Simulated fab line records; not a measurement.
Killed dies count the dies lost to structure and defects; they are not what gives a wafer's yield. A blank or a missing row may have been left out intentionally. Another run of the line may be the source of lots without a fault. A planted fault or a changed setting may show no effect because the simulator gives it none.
fab line records	flow nand-harc
record: lots: 24	wafers: 72	last-day: 25
route steps=1159 shown A_STAIRCASE@549
lots that met no fault: taken from a fault-free run of the same line
start-h: hours from the record's opening day to when the first of the lot's shown wafers began	wait-h: hours from the lot's prior step to this one	" as in the row above	L1.1+2: several wafers, shown together as one row	- no value, or no start was given	* or withheld: withheld	< > ~ a bound
route shown NAME@n: names a module that has steps shown in the file, with the first one's number in the route	usual: average and standard deviation across the fault-free wafers	same: alike in all rows	chamber/n: place in a boat	sites: readings site by site	_std_site: standard deviation across them	_edge_site: outer sites' mean less inner sites'	radius-mm: for every site, how far away it sits from the centre of the wafer	mask NAME#n: copy n	behind: tool/chamber where the wafer was last shaped	hold: why the lot went on hold/how many hours it stayed there/how the hold came to an end	device: which transistor (n, p or np) failed to switch	end of line: at the end of the route, the tests of the same wafers	a step given without rows: its recipe and nothing more	killed: count of dies lost to structure and defects at first sort (not the wafer's yield)	map: per-die view of a wafer (x killed, . not killed, _ where there is no die)
set.NAME: setting as actually run; set.NAME@STEP: the setting as run at that earlier step	model.NAME: the simulator's own value behind a step, which no gauge read
route steps across a sampled set of lots; one table per step, one row per wafer
services: when a tool's chamber went out of use (start-h, in hours from the record's first day, below 0 if earlier), for how many hours, and the reason
== steps ==
step: NHARC_A_STAIRCASE_ETCH_13
recipe: target-depth-a: 1000	time-s: 40.5	ion-energy-ev: 400	c4f8-flow-sccm: 20	o2-flow-sccm: 10	ar-flow-sccm: withheld	rf-w: 600	bias-w: 1000	chemistry: C4F8/O2
usual: oes-product-au: 0.943/0.016	rf-vpp-V: 894/4.4
lot.wafer	tool	chamber	start-h	wait-h	oes-product-au	rf-hours-counter-h	rf-vpp-V
L074.4	rie-diel-04	2	-	-	0.953	43	895
L074.3	"	3	"	"	0.956	37	890
L074.5	"	2	"	"	0.950	-	894
L075.4	rie-diel-02	3	-	-	0.938	29	897
L075.1	"	1	"	"	0.948	29	899
L075.5	"	0	"	"	0.934	-	894
L077.2	rie-diel-01	1	-	-	0.930	32	888
L077.1	"	2	"	"	0.936	41	893
L077.6	"	3	"	"	0.932	-	897
L076.2	rie-diel-01	1	-	-	0.951	34	887
L076.4	"	1	"	"	0.937	-	887
L076.6	"	3	"	"	0.939	-	899
L079.1	rie-diel-01	1	-	-	0.942	38	887
L079.2	"	2	"	"	0.946	46	892
L079.5	"	3	"	"	0.952	-	897
L078.3	rie-diel-02	3	-	-	0.913	34	897
L078.4	"	1	"	"	0.933	34	898
L078.6	"	3	"	"	0.914	-	896
L080.4	rie-diel-04	2	-	-	0.937	54	895
L080.3	"	3	"	"	0.924	48	891
L080.5	"	0	"	"	0.908	-	897
L081.4	rie-diel-01	3	-	-	0.956	44	898
L081.6	"	0	"	"	0.971	-	888
L081.5	"	1	"	"	0.957	-	889
L083.3	rie-diel-04	2	-	-	0.930	60	894
L083.2	"	0	"	"	0.914	56	896
L083.5	"	2	"	"	0.950	-	895
L082.1	rie-diel-01	3	-	-	0.947	52	898
L082.2	"	0	"	"	0.971	50	887
L082.4	"	2	"	"	0.947	57	892
L084.1	rie-diel-04	0	-	-	0.947	1	894
L084.4	"	1	"	"	0.968	1	897
L084.5	"	0	"	"	0.953	-	895
L085.2	rie-diel-01	1	-	-	0.949	58	887
L085.4	"	2	"	"	0.944	64	892
L085.1	"	3	"	"	0.939	60	897
L088.2	rie-diel-01	2	-	-	0.946	69	891
L088.4	"	0	"	"	0.977	61	888
L088.5	"	2	"	"	0.941	-	893
L087.2	rie-diel-04	0	-	-	0.938	5	895
L087.4	"	1	"	"	0.946	6	895
L087.5	"	2	"	"	0.931	-	894
L086.1	rie-diel-02	2	-	-	0.935	58	886
L086.4	"	0	"	"	0.931	52	893
L086.2	"	1	"	"	0.926	53	898
L089.4	rie-diel-02	0	-	-	0.932	55	893
L089.1	"	1	"	"	0.919	57	899
L089.3	"	3	"	"	0.927	57	897
L090.1	rie-diel-01	2	-	-	0.944	2	893
L090.3	"	3	"	"	0.927	2	897
L090.6	"	2	"	"	0.942	-	893
L091.4	rie-diel-04	3	-	-	0.938	9	892
L091.3	"	0	"	"	0.948	10	895
L091.2	"	1	"	"	0.949	11	897
L092.3	rie-diel-04	1	-	-	0.947	12	895
L092.4	"	2	"	"	0.931	14	893
L092.6	"	1	"	"	0.946	-	897
L094.4	rie-diel-04	2	-	-	0.973	19	894
L094.3	"	3	"	"	0.947	18	889
L094.2	"	0	"	"	0.951	20	894
L093.1	rie-diel-02	1	-	-	0.964	3	898
L093.3	"	2	"	"	0.958	3	906
L093.6	"	1	"	"	0.962	-	899
L095.2	rie-diel-01	0	-	-	0.966	12	887
L095.4	"	1	"	"	0.940	12	905
L095.1	"	3	"	"	0.939	13	897
L097.1	rie-diel-01	3	-	-	0.934	14	899
L097.4	"	1	"	"	0.933	13	904
L097.6	"	3	"	"	0.943	-	896
L096.3	rie-diel-02	3	-	-	0.950	7	896
L096.1	"	1	"	"	0.986	12	898
L096.5	"	0	"	"	0.971	-	894
step: NHARC_A_STAIRCASE_ETCH_27
recipe: target-depth-a: 1000	time-s: 40.5	ion-energy-ev: 400	c4f8-flow-sccm: 20	o2-flow-sccm: 10	ar-flow-sccm: withheld	rf-w: 600	bias-w: 1000	chemistry: C4F8/O2
usual: oes-product-au: 0.947/0.011	rf-vpp-V: 894/4.8
lot.wafer	tool	chamber	start-h	wait-h	oes-product-au	rf-hours-counter-h	rf-vpp-V
L074.3	rie-diel-02	3	-	-	0.942	27	897
L074.4	"	0	"	"	0.940	27	893
L074.5	"	3	"	"	0.933	-	895
L075.4	rie-diel-02	0	-	-	0.946	30	895
L075.1	"	1	"	"	0.960	31	899
L075.5	"	3	"	"	0.945	-	895
L077.2	rie-diel-01	2	-	-	0.934	42	893
L077.1	"	1	"	"	0.943	34	888
L077.6	"	1	"	"	0.933	-	889
L076.2	rie-diel-01	3	-	-	0.937	39	898
L076.4	"	3	"	"	0.947	-	899
L076.6	"	1	"	"	0.948	-	887
L079.2	rie-diel-01	2	-	-	0.961	47	893
L079.1	"	0	"	"	0.959	38	888
L079.5	"	2	"	"	0.957	-	891
L078.4	rie-diel-02	1	-	-	0.956	36	899
L078.3	"	2	"	"	0.952	38	887
L078.6	"	1	"	"	0.944	-	897
L080.3	rie-diel-02	1	-	-	0.960	38	899
L080.4	"	3	"	"	0.954	39	896
L080.5	"	1	"	"	0.953	-	900
L081.4	rie-diel-01	2	-	-	0.948	50	892
L081.6	"	2	"	"	0.945	-	892
L081.5	"	3	"	"	0.939	-	898
L082.1	rie-diel-01	1	-	-	0.935	51	887
L082.4	"	3	"	"	0.948	53	897
L082.2	"	0	"	"	0.949	51	889
L083.3	rie-diel-01	0	-	-	0.971	51	889
L083.2	"	1	"	"	0.937	51	887
L083.5	"	0	"	"	0.961	-	888
L084.4	rie-diel-02	0	-	-	0.969	47	894
L084.1	"	1	"	"	0.956	49	900
L084.5	"	3	"	"	0.961	-	897
L085.4	rie-diel-01	3	-	-	0.945	61	898
L085.2	"	0	"	"	0.961	58	888
L085.1	"	1	"	"	0.950	59	886
L088.2	rie-diel-02	0	-	-	0.945	52	894
L088.4	"	2	"	"	0.950	59	887
L088.5	"	1	"	"	0.941	-	898
L087.4	rie-diel-04	3	-	-	0.942	5	891
L087.2	"	1	"	"	0.951	7	896
L087.5	"	2	"	"	0.969	-	896
L086.2	rie-diel-02	0	-	-	0.955	53	894
L086.1	"	1	"	"	0.946	54	897
L086.4	"	3	"	"	0.942	55	897
L089.4	rie-diel-02	0	-	-	0.946	57	895
L089.1	"	1	"	"	0.947	59	897
L089.3	"	2	"	"	0.954	65	886
L090.3	rie-diel-01	2	-	-	0.955	4	892
L090.1	"	1	"	"	0.948	3	907
L090.6	"	3	"	"	0.932	-	899
L092.3	rie-diel-01	0	-	-	0.925	5	887
L092.4	"	2	"	"	0.957	6	891
L092.6	"	0	"	"	0.920	-	887
L091.2	rie-diel-04	2	-	-	0.932	16	894
L091.3	"	3	"	"	0.922	16	890
L091.4	"	1	"	"	0.937	16	897
L094.4	rie-diel-02	3	-	-	0.951	4	896
L094.3	"	0	"	"	0.964	4	895
L094.2	"	1	"	"	0.969	3	899
L093.1	rie-diel-04	3	-	-	0.936	20	890
L093.3	"	1	"	"	0.939	20	895
L093.6	"	3	"	"	0.941	-	890
L095.2	rie-diel-04	0	-	-	0.948	28	895
L095.1	"	2	"	"	0.950	25	894
L095.4	"	2	"	"	0.949	-	894
L097.4	rie-diel-01	3	-	-	0.943	15	897
L097.1	"	0	"	"	0.944	13	887
L097.6	"	1	"	"	0.952	-	906
L096.1	rie-diel-04	0	-	-	0.962	32	896
L096.3	"	1	"	"	0.956	29	897
L096.5	"	2	"	"	0.945	-	895
step: NHARC_A_STAIRCASE_STRIP_205
recipe: power-w: 1500	temp-c: 250	chemistry: O2
usual: drypump-motor-current-A: 5.9/0.43	heater-power-w: 308/27
lot.wafer	tool	chamber	start-h	wait-h	drypump-motor-current-A	heater-power-w	rf-hours-counter-h
L074.3	plasma-asher-02	0	243.05	0.2	6.4	344	-
L074.4	"	1	"	"	5.9	325	-
L074.5	"	1	"	"	5.9	327	-
L075.1	plasma-asher-01	0	252.14	0.1	6.0	273	53
L075.4	"	0	"	"	6.0	272	-
L075.5	"	1	"	"	5.2	297	-
L077.1	plasma-asher-02	1	252.82	0.1	5.9	322	18
L077.2	"	0	"	"	6.4	332	18
L077.6	"	0	"	"	6.3	339	-
L076.2	plasma-asher-02	0	255.02	0.1	6.3	337	19
L076.4	"	1	"	"	5.9	331	-
L076.6	"	1	"	"	5.9	328	-
L079.1	plasma-asher-01	1	265.19	0.1	5.2	290	57
L079.2	"	0	"	"	6.0	275	57
L079.5	"	1	"	"	5.2	291	-
L078.3	plasma-asher-01	0	266.30	0.2	6.0	278	-
L078.4	"	1	"	"	5.2	294	-
L078.6	"	1	"	"	5.2	290	-
L081.4	plasma-asher-01	0	271.88	0.2	6.0	279	-
L081.6	"	0	"	"	6.0	273	-
L081.5	"	1	"	"	5.2	284	-
L080.3	plasma-asher-01	0	272.46	0.2	6.0	272	-
L080.4	"	1	"	"	5.2	288	-
L080.5	"	0	"	"	6.0	277	-
L082.1	plasma-asher-01	1	289.19	0.1	5.2	288	1
L082.2	"	0	"	"	6.0	272	1
L082.4	"	1	"	"	5.2	296	-
L083.2	plasma-asher-02	0	289.29	0.1	6.3	337	34
L083.3	"	1	"	"	5.9	328	-
L083.5	"	1	"	"	5.9	329	-
L084.1	plasma-asher-02	1	308.35	0.1	5.9	327	39
L084.4	"	1	"	"	5.9	325	-
L084.5	"	0	"	"	6.3	332	-
L085.2	plasma-asher-01	1	311.04	0.1	5.2	294	6
L085.1	"	0	"	"	6.0	270	6
L085.4	"	0	"	"	6.0	270	-
L088.2	plasma-asher-01	1	321.83	0.1	5.2	290	11
L088.4	"	0	"	"	6.0	271	-
L088.5	"	1	"	"	5.2	296	-
L087.2	plasma-asher-01	0	322.95	0.1	6.0	274	12
L087.4	"	0	"	"	6.0	281	-
L087.5	"	0	"	"	6.0	274	-
L086.2	plasma-asher-02	0	323.54	0.1	6.3	335	45
L086.1	"	1	"	"	5.9	330	45
L086.4	"	1	"	"	5.9	331	-
L089.1	plasma-asher-01	0	333.70	0.1	6.0	272	15
L089.4	"	0	"	"	6.0	265	-
L089.3	"	1	"	"	5.2	288	-
L090.1	plasma-asher-02	0	336.19	0.1	6.4	329	50
L090.3	"	0	"	"	6.4	334	-
L090.6	"	1	"	"	5.9	328	-
L092.3	plasma-asher-01	1	340.07	0.4	5.2	291	-
L092.4	"	0	"	"	6.0	269	-
L092.6	"	1	"	"	5.2	286	-
L091.2	plasma-asher-02	1	340.46	0.4	5.9	331	51
L091.3	"	0	"	"	6.4	338	-
L091.4	"	1	"	"	5.9	325	-
L094.2	plasma-asher-02	0	349.97	0.1	6.4	341	55
L094.4	"	1	"	"	5.9	328	-
L094.3	"	0	"	"	6.3	339	-
L093.1	plasma-asher-02	1	352.06	0.1	5.9	325	56
L093.3	"	1	"	"	5.9	329	-
L093.6	"	0	"	"	6.4	338	-
L095.2	plasma-asher-01	0	367.38	1.1	6.0	265	30
L095.1	"	1	"	"	5.2	294	30
L095.4	"	1	"	"	5.2	290	-
L097.1	plasma-asher-02	1	371.97	0.1	5.9	337	0
L097.4	"	0	"	"	6.3	331	-
L097.6	"	1	"	"	5.9	336	-
L096.1	plasma-asher-02	0	379.37	0.1	6.4	332	2
L096.3	"	1	"	"	5.9	329	-
L096.5	"	0	"	"	6.3	328	-
step: NHARC_A_STAIRCASE_DESCUM_219
recipe: time-s: 3	o2-flow-sccm: 200	ar-flow-sccm: 0	bias-power-w: 0	chemistry: O2
usual: drypump-motor-current-A: 5.5/0.41	oes-product-au: 1.005/0.0094	rf-vpp-V: 57.7/0.93	showerhead-plenum-p-Torr: 1.89/0.071	throttle-valve-pct: 11.311/0.0092
lot.wafer	tool	chamber	start-h	wait-h	drypump-motor-current-A	oes-product-au	rf-hours-counter-h	rf-vpp-V	showerhead-plenum-p-Torr	throttle-valve-pct
L074.4	rie-diel-04	3	244.48	-	5.3	1.010	40	55.2	1.83	11.294
L074.3	"	1	"	"	4.9	1.000	47	58.8	1.92	11.303
L074.5	"	3	"	"	5.2	1.007	-	56.4	1.83	11.311
L075.1	rie-diel-01	1	253.67	-	4.7	1.000	36	57.3	1.78	11.326
L075.4	"	2	"	"	6.2	1.000	44	56.7	1.86	11.297
L075.5	"	0	"	"	5.9	1.009	-	56.5	1.79	11.318
L077.1	rie-diel-02	3	254.33	-	5.4	0.996	33	58.1	1.92	11.310
L077.2	"	0	"	"	6.0	1.001	32	58.1	1.89	11.309
L077.6	"	0	"	"	6.0	1.005	-	58.9	1.89	11.297
L076.2	rie-diel-04	3	256.41	-	5.3	1.004	44	55.8	1.83	11.326
L076.4	"	1	"	"	4.9	1.010	51	58.3	1.92	11.311
L076.6	"	3	"	"	5.2	1.009	-	57.7	1.83	11.302
L079.1	rie-diel-01	1	266.61	-	4.8	1.004	42	56.8	1.78	11.311
L079.2	"	2	"	"	6.2	0.996	49	58.8	1.86	11.316
L079.5	"	0	"	"	5.9	1.011	-	58.6	1.79	11.321
L078.3	rie-diel-04	0	267.63	-	5.6	1.001	51	58.1	1.91	11.315
L078.4	"	3	"	"	5.2	1.006	49	58.5	1.83	11.321
L078.6	"	1	"	"	4.9	1.012	-	57.2	1.92	11.317
L081.4	rie-diel-01	3	273.32	-	5.4	1.002	48	57.9	1.94	11.306
L081.5	"	2	"	"	6.2	1.002	-	59.1	1.86	11.319
L081.6	"	3	"	"	5.4	1.005	-	57.4	1.94	11.317
L080.4	rie-diel-01	0	273.78	-	5.9	1.009	46	56.9	1.79	11.296
L080.3	"	1	"	"	4.8	1.000	46	55.8	1.78	11.306
L080.5	"	0	"	"	5.9	1.010	-	58.8	1.79	11.310
L082.4	rie-diel-02	0	290.71	-	6.0	1.010	45	56.0	1.89	11.310
L082.2	"	2	"	"	5.2	1.004	50	57.0	1.77	11.302
L082.1	"	3	"	"	5.4	1.003	46	57.0	1.92	11.321
L083.3	rie-diel-01	2	290.86	-	6.2	1.002	61	56.3	1.85	11.309
L083.2	"	1	"	"	4.8	1.005	54	58.9	1.77	11.296
L083.5	"	3	"	"	5.4	1.006	-	56.4	1.93	11.317
L084.4	rie-diel-01	2	309.81	-	6.3	1.008	66	57.7	1.85	11.317
L084.1	"	0	"	"	5.9	1.023	59	58.7	1.78	11.313
L084.5	"	3	"	"	5.4	0.999	-	58.0	1.93	11.305
L085.1	rie-diel-02	1	312.67	-	5.5	0.996	52	57.9	1.94	11.309
L085.2	"	2	"	"	5.2	1.014	57	57.1	1.77	11.307
L085.4	"	3	"	"	5.4	0.994	53	58.4	1.91	11.316
L088.2	rie-diel-04	0	323.25	-	5.6	0.998	8	56.9	1.91	11.305
L088.4	"	2	"	"	5.8	1.007	10	59.6	1.89	11.303
L088.5	"	1	"	"	4.9	1.007	-	58.9	1.91	11.314
L087.2	rie-diel-04	1	324.30	-	4.9	1.016	9	58.7	1.91	11.310
L087.4	"	2	"	"	5.8	1.014	10	58.4	1.89	11.329
L087.5	"	1	"	"	4.9	1.010	-	57.9	1.91	11.300
L086.4	rie-diel-01	3	324.94	-	5.4	0.992	0	57.0	1.93	11.317
L086.1	"	1	"	"	4.8	0.991	0	59.2	2.08	11.301
L086.2	"	2	"	"	6.2	1.005	0	57.6	1.85	11.299
L089.1	rie-diel-01	2	335.26	-	6.2	1.009	6	56.4	1.85	11.320
L089.4	"	3	"	"	5.4	0.995	6	56.2	1.93	11.311
L089.3	"	1	"	"	4.8	0.996	5	58.9	2.08	11.328
L090.1	rie-diel-04	2	337.63	-	5.9	1.013	17	57.1	1.89	11.304
L090.3	"	1	"	"	4.9	1.009	16	57.3	1.91	11.325
L090.6	"	2	"	"	5.8	1.022	-	57.2	1.89	11.302
L092.3	rie-diel-01	0	341.39	-	5.9	0.992	7	57.3	1.78	11.309
L092.4	"	1	"	"	4.8	0.998	8	59.1	2.07	11.301
L092.6	"	2	"	"	6.2	0.997	-	55.0	1.85	11.306
L091.3	rie-diel-02	1	341.93	-	5.5	1.021	2	56.8	1.94	11.312
L091.2	"	2	"	"	5.3	1.019	2	58.5	2.08	11.299
L091.4	"	3	"	"	5.4	1.005	2	58.1	1.91	11.312
L094.3	rie-diel-02	0	351.34	-	6.0	1.011	7	58.7	1.88	11.300
L094.4	"	1	"	"	5.5	1.022	6	57.8	1.94	11.301
L094.2	"	3	"	"	5.4	1.026	6	57.3	1.91	11.329
L093.1	rie-diel-04	3	353.52	-	5.2	0.997	23	58.7	1.82	11.304
L093.3	"	2	"	"	5.8	0.997	22	57.2	1.88	11.321
L093.6	"	0	"	"	5.6	1.000	-	57.8	1.90	11.292
L095.1	rie-diel-04	0	368.89	-	5.6	1.009	30	57.4	1.90	11.313
L095.2	"	2	"	"	5.8	0.997	27	57.7	1.88	11.317
L095.4	"	1	"	"	5.0	1.010	-	57.5	1.91	11.307
L097.4	rie-diel-02	0	373.51	-	6.0	1.015	13	56.8	1.88	11.292
L097.1	"	2	"	"	5.2	1.012	11	57.5	2.07	11.321
L097.6	"	3	"	"	5.4	1.009	-	58.5	1.91	11.302
L096.3	rie-diel-01	0	380.90	-	5.9	1.006	17	58.1	1.78	11.292
L096.1	"	1	"	"	4.8	1.003	17	58.9	2.07	11.292
L096.5	"	3	"	"	5.4	0.988	-	59.2	1.93	11.322
step: NHARC_A_STAIRCASE_ETCH_223
recipe: target-depth-a: 1000	time-s: 40.5	ion-energy-ev: 400	c4f8-flow-sccm: 20	o2-flow-sccm: 10	ar-flow-sccm: withheld	rf-w: 600	bias-w: 1000	chemistry: C4F8/O2
usual: oes-product-au: 0.944/0.013	rf-vpp-V: 894/4.6
lot.wafer	tool	chamber	start-h	wait-h	oes-product-au	rf-hours-counter-h	rf-vpp-V
L074.4	rie-diel-04	3	-	-	0.942	40	891
L074.3	"	1	"	"	0.938	47	896
L074.5	"	3	"	"	0.938	-	890
L075.4	rie-diel-01	0	-	-	0.953	36	888
L075.1	"	2	"	"	0.944	44	894
L075.5	"	0	"	"	0.959	-	888
L077.2	rie-diel-02	0	-	-	0.951	32	895
L077.1	"	3	"	"	0.930	33	897
L077.6	"	1	"	"	0.960	-	897
L076.4	rie-diel-04	3	-	-	0.950	44	890
L076.2	"	0	"	"	0.930	46	896
L076.6	"	3	"	"	0.945	-	889
L079.2	rie-diel-01	0	-	-	0.971	42	888
L079.1	"	2	"	"	0.938	50	893
L079.5	"	1	"	"	0.946	-	887
L078.4	rie-diel-04	3	-	-	0.940	49	890
L078.3	"	0	"	"	0.920	51	896
L078.6	"	2	"	"	0.941	-	894
L081.4	rie-diel-01	3	-	-	0.927	48	897
L081.5	"	1	"	"	0.948	-	888
L081.6	"	2	"	"	0.946	-	892
L080.3	rie-diel-01	0	-	-	0.954	46	888
L080.4	"	1	"	"	0.925	47	887
L080.5	"	0	"	"	0.951	-	887
L082.4	rie-diel-02	1	-	-	0.961	47	899
L082.1	"	2	"	"	0.948	50	886
L082.2	"	3	"	"	0.964	46	895
L083.2	rie-diel-01	2	-	-	0.950	61	894
L083.3	"	1	"	"	0.955	54	887
L083.5	"	3	"	"	0.948	-	898
L084.1	rie-diel-01	3	-	-	0.947	62	897
L084.4	"	1	"	"	0.973	60	887
L084.5	"	2	"	"	0.938	-	892
L085.2	rie-diel-02	3	-	-	0.943	53	895
L085.1	"	0	"	"	0.949	51	894
L085.4	"	1	"	"	0.940	52	899
L088.2	rie-diel-04	2	-	-	0.941	10	893
L088.4	"	3	"	"	0.916	7	890
L088.5	"	1	"	"	0.943	-	897
L087.2	rie-diel-04	1	-	-	0.933	10	896
L087.4	"	2	"	"	0.927	11	894
L087.5	"	1	"	"	0.940	-	896
L086.2	rie-diel-01	2	-	-	0.954	0	892
L086.4	"	3	"	"	0.940	0	897
L086.1	"	1	"	"	0.936	0	907
L089.1	rie-diel-01	3	-	-	0.941	6	897
L089.4	"	0	"	"	0.927	5	887
L089.3	"	1	"	"	0.941	5	907
L090.3	rie-diel-04	0	-	-	0.939	18	895
L090.1	"	1	"	"	0.931	17	896
L090.6	"	0	"	"	0.930	-	894
L092.3	rie-diel-01	3	-	-	0.927	9	897
L092.4	"	1	"	"	0.941	8	904
L092.6	"	3	"	"	0.935	-	896
L091.3	rie-diel-02	3	-	-	0.961	2	894
L091.4	"	0	"	"	0.969	2	895
L091.2	"	2	"	"	0.945	2	905
L094.3	rie-diel-02	3	-	-	0.929	6	897
L094.2	"	0	"	"	0.952	7	894
L094.4	"	2	"	"	0.947	6	905
L093.3	rie-diel-04	2	-	-	0.947	22	893
L093.1	"	0	"	"	0.950	25	895
L093.6	"	1	"	"	0.948	-	896
L095.1	rie-diel-04	2	-	-	0.931	27	895
L095.2	"	1	"	"	0.940	27	894
L095.4	"	2	"	"	0.934	-	893
L097.1	rie-diel-02	2	-	-	0.945	11	906
L097.4	"	0	"	"	0.954	13	892
L097.6	"	2	"	"	0.953	-	905
L096.1	rie-diel-01	2	-	-	0.934	19	890
L096.3	"	0	"	"	0.926	-	888
L096.5	"	0	"	"	0.925	-	887
step: NHARC_A_STAIRCASE_ETCH_225
recipe: target-depth-a: 1000	time-s: 40.5	ion-energy-ev: 400	c4f8-flow-sccm: 20	o2-flow-sccm: 10	ar-flow-sccm: withheld	rf-w: 600	bias-w: 1000	chemistry: C4F8/O2
usual: oes-product-au: 0.946/0.013	rf-vpp-V: 894/5.2
lot.wafer	tool	chamber	start-h	wait-h	oes-product-au	rf-hours-counter-h	rf-vpp-V
L074.4	rie-diel-04	3	-	-	0.954	40	891
L074.3	"	1	"	"	0.933	47	896
L074.5	"	2	"	"	0.953	-	895
L075.1	rie-diel-01	0	-	-	0.942	36	888
L075.4	"	2	"	"	0.942	44	893
L075.5	"	1	"	"	0.943	-	886
L077.2	rie-diel-02	2	-	-	0.941	35	887
L077.1	"	0	"	"	0.953	32	896
L077.6	"	2	"	"	0.952	-	888
L076.4	rie-diel-04	3	-	-	0.935	44	890
L076.2	"	2	"	"	0.956	51	895
L076.6	"	0	"	"	0.933	-	896
L079.2	rie-diel-01	2	-	-	0.945	50	894
L079.1	"	0	"	"	0.961	42	889
L079.5	"	2	"	"	0.939	-	892
L078.3	rie-diel-04	2	-	-	0.955	56	895
L078.4	"	0	"	"	0.920	52	894
L078.6	"	2	"	"	0.965	-	894
L081.4	rie-diel-01	3	-	-	0.941	48	898
L081.6	"	2	"	"	0.942	-	892
L081.5	"	3	"	"	0.934	-	897
L080.4	rie-diel-01	2	-	-	0.941	53	894
L080.3	"	3	"	"	0.931	49	897
L080.5	"	1	"	"	0.955	-	887
L082.4	rie-diel-02	2	-	-	0.955	50	886
L082.1	"	3	"	"	0.950	46	896
L082.2	"	0	"	"	0.943	46	894
L083.2	rie-diel-01	3	-	-	0.944	57	898
L083.3	"	1	"	"	0.951	54	887
L083.5	"	3	"	"	0.945	-	897
L084.4	rie-diel-01	3	-	-	0.937	62	897
L084.1	"	0	"	"	0.958	59	888
L084.5	"	0	"	"	0.958	-	888
L085.2	rie-diel-02	2	-	-	0.967	57	886
L085.4	"	3	"	"	0.942	53	897
L085.1	"	0	"	"	0.943	51	894
L088.4	rie-diel-04	2	-	-	0.941	10	894
L088.2	"	3	"	"	0.939	7	889
L088.5	"	1	"	"	0.949	-	897
L086.1	rie-diel-01	3	-	-	0.948	0	897
L086.2	"	0	"	"	0.942	0	888
L086.4	"	1	"	"	0.938	0	907
L087.4	rie-diel-04	1	-	-	0.945	10	896
L087.2	"	2	"	"	0.926	11	895
L087.5	"	0	"	"	0.920	-	895
L089.4	rie-diel-01	1	-	-	0.953	6	906
L089.3	"	3	"	"	0.930	6	897
L089.1	"	0	"	"	0.951	5	889
L090.3	rie-diel-04	2	-	-	0.939	18	895
L090.1	"	0	"	"	0.943	19	894
L090.6	"	2	"	"	0.942	-	895
L092.3	rie-diel-01	3	-	-	0.934	9	898
L092.4	"	2	"	"	0.937	9	893
L092.6	"	0	"	"	0.924	-	888
L091.3	rie-diel-02	1	-	-	0.970	2	897
L091.2	"	2	"	"	0.948	2	906
L091.4	"	3	"	"	0.949	3	896
L094.2	rie-diel-02	1	-	-	0.951	7	898
L094.3	"	2	"	"	0.952	6	906
L094.4	"	0	"	"	0.950	7	894
L093.1	rie-diel-04	0	-	-	0.947	25	896
L093.3	"	1	"	"	0.965	22	895
L093.6	"	3	"	"	0.948	-	888
L095.1	rie-diel-04	2	-	-	0.931	28	895
L095.2	"	0	"	"	0.944	30	896
L095.4	"	0	"	"	0.941	-	894
L097.1	rie-diel-02	0	-	-	0.961	13	895
L097.4	"	1	"	"	0.976	12	898
L097.6	"	3	"	"	0.954	-	896
L096.3	rie-diel-01	1	-	-	0.970	17	906
L096.1	"	2	"	"	0.919	23	891
L096.5	"	0	"	"	0.923	-	887
== services ==
tool	chamber	start-h	hours	kind
rie-diel-01	0	221.58	-	clean
rie-diel-01	1	221.58	-	clean
rie-diel-01	2	221.58	-	clean
rie-diel-01	3	221.58	-	clean
rie-diel-01	3	223.43	9.2	repair
rie-diel-02	3	229.59	5.3	repair
rie-diel-01	0	236.14	16.6	repair
rie-diel-01	1	246.13	-	clean
rie-diel-01	2	246.13	-	clean
rie-diel-01	3	246.13	-	clean
rie-diel-01	0	270.68	-	clean
rie-diel-01	1	270.68	-	clean
rie-diel-01	2	270.68	-	clean
rie-diel-01	3	270.68	-	clean
plasma-asher-01	-	276.32	9.0	pm
rie-diel-04	-	288.94	9.0	pm
rie-diel-01	0	295.20	-	clean
rie-diel-04	3	308.63	6.8	repair
rie-diel-01	-	315.80	9.0	pm
rie-diel-02	-	328.71	9.0	pm
plasma-asher-02	-	339.16	0.9	repair
rie-diel-04	3	359.07	13.1	repair
plasma-asher-02	-	362.54	9.0	pm
rie-diel-01	3	381.01	14.8	repair
== key ==
fault none
